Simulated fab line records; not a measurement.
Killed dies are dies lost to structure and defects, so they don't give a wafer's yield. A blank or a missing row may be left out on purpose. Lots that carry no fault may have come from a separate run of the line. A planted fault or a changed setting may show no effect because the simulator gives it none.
Which tool is to blame? + flow nand_harc + 24 lots with 72 wafers sampled at 5 steps, on a route of 1302 steps

## WHAT EACH GAUGE READ, for each wafer
NHARC_A_SGD_CUT_INSPECT_25. Usual: raw_defect_count reads 397 (standard deviation 90).
| lot  | measured     | on                | raw_defect_count | flag |
|------|--------------|-------------------|------------------|------|
| L074 | day 19 08:43 | defect_inspect-01 | 432 554 567      |      |
| L076 | day 19 20:58 | defect_inspect-02 | 335 453 428      |      |
| L075 | day 19 20:56 | defect_inspect-01 | 366 453 371      |      |
| L077 | day 20 07:54 | defect_inspect-01 | 478 565 558      |      |
| L078 | day 21 01:44 | defect_inspect-02 | 441 317 392      |      |
| L079 | day 21 10:19 | defect_inspect-01 | 320 315 377      |      |
| L080 | day 21 10:19 | defect_inspect-02 | 292 283 314      |      |
| L081 | day 22 04:16 | defect_inspect-02 | 507 368 414      |      |
| L082 | day 23 01:13 | defect_inspect-01 | 382 486 459      |      |
| L084 | day 23 07:19 | defect_inspect-02 | 355 323 432      |      |
| L083 | day 23 07:10 | defect_inspect-01 | 351 379 402      |      |
| L085 | day 23 22:15 | defect_inspect-01 | 379 328 317      |      |
| L086 | day 23 22:15 | defect_inspect-02 | 411 370 337      |      |
| L087 | day 24 22:29 | defect_inspect-02 | 348 439 276      |      |
| L089 | day 24 22:27 | defect_inspect-01 | 381 317 344      |      |
| L088 | day 24 22:32 | defect_inspect-01 | 400 397 577      |      |
| L091 | day 26 03:48 | defect_inspect-01 | 365 438 532      |      |
| L090 | day 26 13:05 | defect_inspect-02 | 348 356 344      |      |
| L092 | day 27 09:02 | defect_inspect-02 | 329 395 304      |      |
| L093 | day 27 09:11 | defect_inspect-01 | 322 259 321      |      |
| L094 | day 27 09:08 | defect_inspect-02 | 318 418 332      |      |
| L096 | day 28 03:25 | defect_inspect-01 | 388 331 379      |      |
| L095 | day 28 03:27 | defect_inspect-02 | 319 240 282      |      |
| L097 | day 28 20:37 | defect_inspect-01 | 401 355 292      |      |

## WHICH TOOL RAN EACH LOT (tool, then ch and the chambers of the sampled wafers, then the start)
| lot  | NHARC_A_STAIRCASE_DEP_280       | NHARC_A_STAIRCASE_ETCH_292         | NHARC_A_SGD_CUT_ETCH_16                       | NHARC_A_SGD_CUT_STRIP_28                      |
|------|---------------------------------|------------------------------------|-----------------------------------------------|-----------------------------------------------|
| L074 | pecvd-02 ch 1,2, day 16 11:02   | rie_diel-04 ch 0,1,2, day 16 11:56 | rie_diel-13 ch 0,2,3, day 19 08:43 or earlier | rie_diel-12 ch 0,2, day 19 08:43 or earlier   |
| L076 | pecvd-01 ch 0,1,2, day 17 04:50 | rie_diel-07 ch 1,2,3, day 17 05:55 | rie_diel-02 ch 0,1, day 19 20:58 or earlier   | rie_diel-02 ch 0,1,2, day 19 20:58 or earlier |
| L075 | pecvd-02 ch 0,2, day 17 05:03   | rie_diel-04 ch 0,1,3, day 17 06:01 | rie_diel-13 ch 0,1, day 19 20:56 or earlier   | rie_diel-13 ch 2,3, day 19 20:56 or earlier   |
| L077 | pecvd-01 ch 0,1,2, day 17 18:05 | rie_diel-04 ch 0,2,3, day 17 19:09 | rie_diel-12 ch 1,2,3, day 20 07:54 or earlier | rie_diel-13 ch 0,1,2, day 20 07:54 or earlier |
| L078 | pecvd-01 ch 0,1,2, day 18 08:43 | rie_diel-07 ch 1,2,3, day 18 09:44 | rie_diel-02 ch 0,1, day 21 01:44 or earlier   | rie_diel-12 ch 1,2,3, day 21 01:44 or earlier |
| L079 | pecvd-02 ch 0,1,2, day 18 18:58 | rie_diel-08 ch 1,3, day 18 20:03   | rie_diel-02 ch 0,2, day 21 10:19 or earlier   | rie_diel-02 ch 0,2, day 21 10:19 or earlier   |
| L080 | pecvd-01 ch 0,1, day 18 20:19   | rie_diel-04 ch 0,3, day 18 21:20   | rie_diel-13 ch 1,2,3, day 21 10:19 or earlier | rie_diel-12 ch 0,3, day 21 10:19 or earlier   |
| L081 | pecvd-03 ch 0,1, day 19 16:14   | rie_diel-04 ch 0,1,2, day 19 17:17 | rie_diel-12 ch 0,1,3, day 22 04:16 or earlier | rie_diel-12 ch 0,2,3, day 22 04:16 or earlier |
| L082 | pecvd-01 ch 0,1, day 20 06:23   | rie_diel-04 ch 1,2, day 20 08:05   | rie_diel-02 ch 0,2, day 23 01:13 or earlier   | rie_diel-02 ch 0,1,2, day 23 01:13 or earlier |
| L084 | pecvd-02 ch 0,2, day 20 14:29   | rie_diel-08 ch 1,2,3, day 20 15:42 | rie_diel-12 ch 0,1, day 23 07:19 or earlier   | rie_diel-12 ch 0,2,3, day 23 07:19 or earlier |
| L083 | pecvd-03 ch 0,1, day 20 16:22   | rie_diel-08 ch 1,2, day 20 17:23   | rie_diel-13 ch 0,1,2, day 23 07:10 or earlier | rie_diel-02 ch 1,2,3, day 23 07:10 or earlier |
| L085 | pecvd-02 ch 0,1, day 21 07:25   | rie_diel-07 ch 0,1,2, day 21 08:23 | rie_diel-02 ch 0,1,3, day 23 22:15 or earlier | rie_diel-12 ch 1,3, day 23 22:15 or earlier   |
| L086 | pecvd-03 ch 0,1,2, day 21 09:10 | rie_diel-08 ch 1,3, day 21 10:05   | rie_diel-02 ch 0,1,2, day 23 22:15 or earlier | rie_diel-13 ch 0,2,3, day 23 22:15 or earlier |
| L087 | pecvd-01 ch 0,2, day 22 02:30   | rie_diel-04 ch 0,1,2, day 22 03:25 | rie_diel-02 ch 1,2, day 24 22:29 or earlier   | rie_diel-13 ch 1,3, day 24 22:29 or earlier   |
| L089 | pecvd-03 ch 0,1, day 22 10:14   | rie_diel-04 ch 2,3, day 22 11:11   | rie_diel-02 ch 0,2,3, day 24 22:27 or earlier | rie_diel-12 ch 1,2,3, day 24 22:27 or earlier |
| L088 | pecvd-01 ch 1,2, day 22 12:56   | rie_diel-04 ch 1,2, day 22 13:58   | rie_diel-13 ch 2,3, day 24 22:32 or earlier   | rie_diel-13 ch 1,2,3, day 24 22:32 or earlier |
| L091 | pecvd-02 ch 0,1,2, day 23 13:32 | rie_diel-04 ch 0,1,2, day 23 14:37 | rie_diel-13 ch 0,1,2, day 26 03:48 or earlier | rie_diel-02 ch 2,3, day 26 03:48 or earlier   |
| L090 | pecvd-02 ch 0,1,2, day 23 19:13 | rie_diel-07 ch 0,1, day 23 20:18   | rie_diel-02 ch 2,3, day 26 13:05 or earlier   | rie_diel-13 ch 0,1,2, day 26 13:05 or earlier |
| L092 | pecvd-02 ch 0,1,2, day 24 15:28 | rie_diel-04 ch 1,2,3, day 24 16:29 | rie_diel-02 ch 1,2, day 27 09:02 or earlier   | rie_diel-02 ch 0,2,3, day 27 09:02 or earlier |
| L093 | pecvd-03 ch 0,1,2, day 24 16:19 | rie_diel-07 ch 0,3, day 24 17:19   | rie_diel-13 ch 2,3, day 27 09:11 or earlier   | rie_diel-13 ch 0,2,3, day 27 09:11 or earlier |
| L094 | pecvd-02 ch 0,1, day 24 17:16   | rie_diel-08 ch 1,2,3, day 24 18:21 | rie_diel-13 ch 1,2,3, day 27 09:08 or earlier | rie_diel-13 ch 1,2,3, day 27 09:08 or earlier |
| L096 | pecvd-01 ch 0,1,2, day 25 10:17 | rie_diel-04 ch 2,3, day 25 11:17   | rie_diel-12 ch 1,2, day 28 03:25 or earlier   | rie_diel-02 ch 1,2,3, day 28 03:25 or earlier |
| L095 | pecvd-02 ch 0,1,2, day 25 12:12 | rie_diel-08 ch 0,2,3, day 25 13:19 | rie_diel-13 ch 0,2,3, day 28 03:27 or earlier | rie_diel-12 ch 0,1,3, day 28 03:27 or earlier |
| L097 | pecvd-01 ch 1,2, day 26 05:35   | rie_diel-08 ch 1,2,3, day 26 06:44 | rie_diel-13 ch 0,1,2, day 28 20:37 or earlier | rie_diel-13 ch 0,1,2, day 28 20:37 or earlier |
- NHARC_A_STAIRCASE_DEP_280: deposits SiON, target thk 30 nm.
- NHARC_A_STAIRCASE_ETCH_292: etches the open film in CF4/CHF3.
- NHARC_A_SGD_CUT_ETCH_16: etches the open film in C4F8/O2/Ar, target depth 310.5 nm, time 155.2 s.
- NHARC_A_SGD_CUT_STRIP_28: strips in O2, time 20 s.

## WHAT THE TOOLS THEMSELVES READ (means of the sampled wafers that have a number; where no wafer has one, the mark that the record gives instead)
NHARC_A_STAIRCASE_DEP_280. Usual: heater_power_w 708 W, standard deviation 68; susceptor_temp_C 400.02 C, standard deviation 0.22.
| lot  | tool     | heater_power_w (W) | susceptor_temp_C (C) | flag |
|------|----------|--------------------|----------------------|------|
| L074 | pecvd-02 | 739                | 400.01               |      |
| L076 | pecvd-01 | 656                | 399.97               |      |
| L075 | pecvd-02 | 732                | 399.89               |      |
| L077 | pecvd-01 | 658                | 400.04               |      |
| L078 | pecvd-01 | 683                | 400.09               |      |
| L079 | pecvd-02 | 735                | 399.98               |      |
| L080 | pecvd-01 | 641                | 400.25               |      |
| L081 | pecvd-03 | 756                | 399.97               |      |
| L082 | pecvd-01 | 639                | 400.03               |      |
| L084 | pecvd-02 | 723                | 400.16               |      |
| L083 | pecvd-03 | 738                | 399.78               |      |
| L085 | pecvd-02 | 714                | 400.16               |      |
| L086 | pecvd-03 | 759                | 399.86               |      |
| L087 | pecvd-01 | 649                | 399.87               |      |
| L089 | pecvd-03 | 707                | 400.00               |      |
| L088 | pecvd-01 | 685                | 399.93               |      |
| L091 | pecvd-02 | 756                | 400.12               |      |
| L090 | pecvd-02 | 786                | 400.02               |      |
| L092 | pecvd-02 | 722                | 400.06               |      |
| L093 | pecvd-03 | 758                | 400.10               |      |
| L094 | pecvd-02 | 719                | 400.09               |      |
| L096 | pecvd-01 | 624                | 400.16               |      |
| L095 | pecvd-02 | 749                | 400.19               |      |
| L097 | pecvd-01 | 686                | 399.66               |      |

NHARC_A_STAIRCASE_ETCH_292. Usual: cf4_flow_sccm 100.01 sccm, standard deviation 0.29; drypump_motor_current_A 5.5 A, standard deviation 0.37; oes_product_au 0.936 a.u., standard deviation 0.019; rf_vpp_V 370.9 V, standard deviation 2.2; showerhead_plenum_p_Torr 1.59 Torr, standard deviation 0.064; throttle_valve_pct 16.802 %, standard deviation 0.009.
| lot  | tool        | cf4_flow_sccm (sccm) | drypump_motor_current_A (A) | oes_product_au (a.u.) | rf_vpp_V (V) | showerhead_plenum_p_Torr (Torr) | throttle_valve_pct (%) | flag |
|------|-------------|----------------------|-----------------------------|-----------------------|--------------|---------------------------------|------------------------|------|
| L074 | rie_diel-04 | 100.04               | 5.5                         | 0.957                 | 371.4        | 1.59                            | 16.808                 |      |
| L076 | rie_diel-07 | 100.01               | 5.7                         | 0.924                 | 370.4        | 1.57                            | 16.796                 |      |
| L075 | rie_diel-04 | 99.85                | 5.3                         | 0.926                 | 370.4        | 1.56                            | 16.795                 |      |
| L077 | rie_diel-04 | 99.80                | 5.6                         | 0.970                 | 372.1        | 1.62                            | 16.806                 |      |
| L078 | rie_diel-07 | 99.65                | 5.7                         | 0.926                 | 370.2        | 1.57                            | 16.797                 |      |
| L079 | rie_diel-08 | 100.17               | 5.8                         | 0.920                 | 371.4        | 1.59                            | 16.806                 |      |
| L080 | rie_diel-04 | 99.95                | 5.5                         | 0.930                 | 371.9        | 1.60                            | 16.804                 |      |
| L081 | rie_diel-04 | 99.94                | 5.5                         | 0.922                 | 370.7        | 1.58                            | 16.802                 |      |
| L082 | rie_diel-04 | 100.18               | 5.1                         | 0.931                 | 369.6        | 1.56                            | 16.803                 |      |
| L084 | rie_diel-08 | 99.75                | 5.7                         | 0.932                 | 369.5        | 1.58                            | 16.808                 |      |
| L083 | rie_diel-08 | 100.20               | 5.6                         | 0.956                 | 370.0        | 1.57                            | 16.800                 |      |
| L085 | rie_diel-07 | 99.76                | 5.6                         | 0.920                 | 370.2        | 1.58                            | 16.802                 |      |
| L086 | rie_diel-08 | 99.60                | 5.8                         | 0.922                 | 370.3        | 1.58                            | 16.801                 |      |
| L087 | rie_diel-04 | 99.84                | 5.5                         | 0.973                 | 370.9        | 1.58                            | 16.801                 |      |
| L089 | rie_diel-04 | 100.19               | 5.5                         | 0.931                 | 371.6        | 1.63                            | 16.799                 |      |
| L088 | rie_diel-04 | 100.28               | 5.5                         | 0.927                 | 372.1        | 1.61                            | 16.801                 |      |
| L091 | rie_diel-04 | 99.92                | 5.5                         | 0.965                 | 371.3        | 1.57                            | 16.806                 |      |
| L090 | rie_diel-07 | 100.11               | 5.6                         | 0.930                 | 369.3        | 1.57                            | 16.812                 |      |
| L092 | rie_diel-04 | 100.07               | 5.3                         | 0.929                 | 370.9        | 1.59                            | 16.805                 |      |
| L093 | rie_diel-07 | 100.00               | 5.9                         | 0.921                 | 370.9        | 1.60                            | 16.795                 |      |
| L094 | rie_diel-08 | 100.23               | 5.7                         | 0.950                 | 370.7        | 1.57                            | 16.807                 |      |
| L096 | rie_diel-04 | 100.05               | 5.6                         | 0.925                 | 372.8        | 1.64                            | 16.803                 |      |
| L095 | rie_diel-08 | 100.12               | 5.5                         | 0.920                 | 370.2        | 1.56                            | 16.804                 |      |
| L097 | rie_diel-08 | 100.24               | 5.7                         | 0.925                 | 370.2        | 1.57                            | 16.800                 |      |

NHARC_A_SGD_CUT_ETCH_16. Usual: oes_product_au 0.972 a.u., standard deviation 0.015; rf_vpp_V 726 V, standard deviation 3.7.
| lot  | tool        | oes_product_au (a.u.) | rf_vpp_V (V) | flag |
|------|-------------|-----------------------|--------------|------|
| L074 | rie_diel-13 | 0.981                 | 725          |      |
| L076 | rie_diel-02 | 0.978                 | 727          |      |
| L075 | rie_diel-13 | 0.990                 | 723          |      |
| L077 | rie_diel-12 | 0.980                 | 720          |      |
| L078 | rie_diel-02 | 0.981                 | 727          |      |
| L079 | rie_diel-02 | 0.962                 | 726          |      |
| L080 | rie_diel-13 | 0.984                 | 727          |      |
| L081 | rie_diel-12 | 0.976                 | 725          |      |
| L082 | rie_diel-02 | 0.977                 | 727          |      |
| L084 | rie_diel-12 | 0.944                 | 724          |      |
| L083 | rie_diel-13 | 0.983                 | 725          |      |
| L085 | rie_diel-02 | 0.977                 | 728          |      |
| L086 | rie_diel-02 | 0.969                 | 727          |      |
| L087 | rie_diel-02 | 0.983                 | 728          |      |
| L089 | rie_diel-02 | 0.972                 | 727          |      |
| L088 | rie_diel-13 | 0.983                 | 725          |      |
| L091 | rie_diel-13 | 0.971                 | 724          |      |
| L090 | rie_diel-02 | 0.935                 | 729          |      |
| L092 | rie_diel-02 | 0.973                 | 727          |      |
| L093 | rie_diel-13 | 0.967                 | 725          |      |
| L094 | rie_diel-13 | 0.943                 | 727          |      |
| L096 | rie_diel-12 | 0.968                 | 720          |      |
| L095 | rie_diel-13 | 0.982                 | 723          |      |
| L097 | rie_diel-13 | 0.975                 | 724          |      |

NHARC_A_SGD_CUT_STRIP_28. Usual: drypump_motor_current_A 6.11 A, standard deviation 0.28; oes_product_au 1.000 a.u., standard deviation 0.0063; rf_vpp_V 57.9 V, standard deviation 0.98; showerhead_plenum_p_Torr 3.60 Torr, standard deviation 0.13; throttle_valve_pct 17.035 %, standard deviation 0.0082.
| lot  | tool        | drypump_motor_current_A (A) | oes_product_au (a.u.) | rf_vpp_V (V) | showerhead_plenum_p_Torr (Torr) | throttle_valve_pct (%) | flag |
|------|-------------|-----------------------------|-----------------------|--------------|---------------------------------|------------------------|------|
| L074 | rie_diel-12 | 6.26                        | 1.005                 | 56.4         | 3.56                            | 17.030                 |      |
| L076 | rie_diel-02 | 6.06                        | 0.998                 | 58.4         | 3.66                            | 17.039                 |      |
| L075 | rie_diel-13 | 5.81                        | 1.003                 | 58.0         | 3.61                            | 17.036                 |      |
| L077 | rie_diel-13 | 6.22                        | 0.999                 | 57.3         | 3.55                            | 17.040                 |      |
| L078 | rie_diel-12 | 6.18                        | 0.996                 | 57.7         | 3.43                            | 17.031                 |      |
| L079 | rie_diel-02 | 5.87                        | 0.997                 | 58.3         | 3.61                            | 17.036                 |      |
| L080 | rie_diel-12 | 6.32                        | 1.004                 | 57.1         | 3.64                            | 17.030                 |      |
| L081 | rie_diel-12 | 6.35                        | 1.010                 | 57.8         | 3.51                            | 17.034                 |      |
| L082 | rie_diel-02 | 6.07                        | 0.999                 | 59.6         | 3.66                            | 17.027                 |      |
| L084 | rie_diel-12 | 6.34                        | 1.005                 | 57.4         | 3.51                            | 17.034                 |      |
| L083 | rie_diel-02 | 6.17                        | 1.001                 | 57.8         | 3.73                            | 17.034                 |      |
| L085 | rie_diel-12 | 6.19                        | 1.003                 | 58.5         | 3.51                            | 17.031                 |      |
| L086 | rie_diel-13 | 6.08                        | 1.004                 | 58.4         | 3.57                            | 17.029                 |      |
| L087 | rie_diel-13 | 6.07                        | 1.001                 | 58.0         | 3.72                            | 17.042                 |      |
| L089 | rie_diel-12 | 6.16                        | 1.002                 | 58.0         | 3.43                            | 17.044                 |      |
| L088 | rie_diel-13 | 5.99                        | 0.997                 | 57.5         | 3.65                            | 17.035                 |      |
| L091 | rie_diel-02 | 6.06                        | 0.997                 | 57.6         | 3.71                            | 17.028                 |      |
| L090 | rie_diel-13 | 6.24                        | 1.002                 | 58.6         | 3.54                            | 17.038                 |      |
| L092 | rie_diel-02 | 5.98                        | 0.998                 | 57.9         | 3.67                            | 17.039                 |      |
| L093 | rie_diel-13 | 6.06                        | 0.996                 | 56.7         | 3.57                            | 17.047                 |      |
| L094 | rie_diel-13 | 5.99                        | 1.001                 | 57.9         | 3.65                            | 17.034                 |      |
| L096 | rie_diel-02 | 6.18                        | 0.993                 | 57.9         | 3.72                            | 17.030                 |      |
| L095 | rie_diel-12 | 6.16                        | 1.000                 | 58.3         | 3.56                            | 17.038                 |      |
| L097 | rie_diel-13 | 6.23                        | 1.006                 | 58.2         | 3.54                            | 17.036                 |      |

## THE ANSWER, worked out from the rows above alone
Rule: a lot counts as off when the mean over its wafers that have a number is more than 3 standard deviations away from the usual mean. Also off: a lot with no number at a reading for which 4 or more lots have one. Where the step has rows for the other lots, those lots are counted as sound. After the gauges, taken in route order, come the tools' own readings; for these a lot's mean is taken, as printed above. The first step at which some lot is off is used, and at that step the reading that is off furthest; a lot without a number counts as furthest.
Across all readings shown, no lot is off: no conclusion can be drawn from this.

## WHAT THE SIMULATOR HAD INSERTED
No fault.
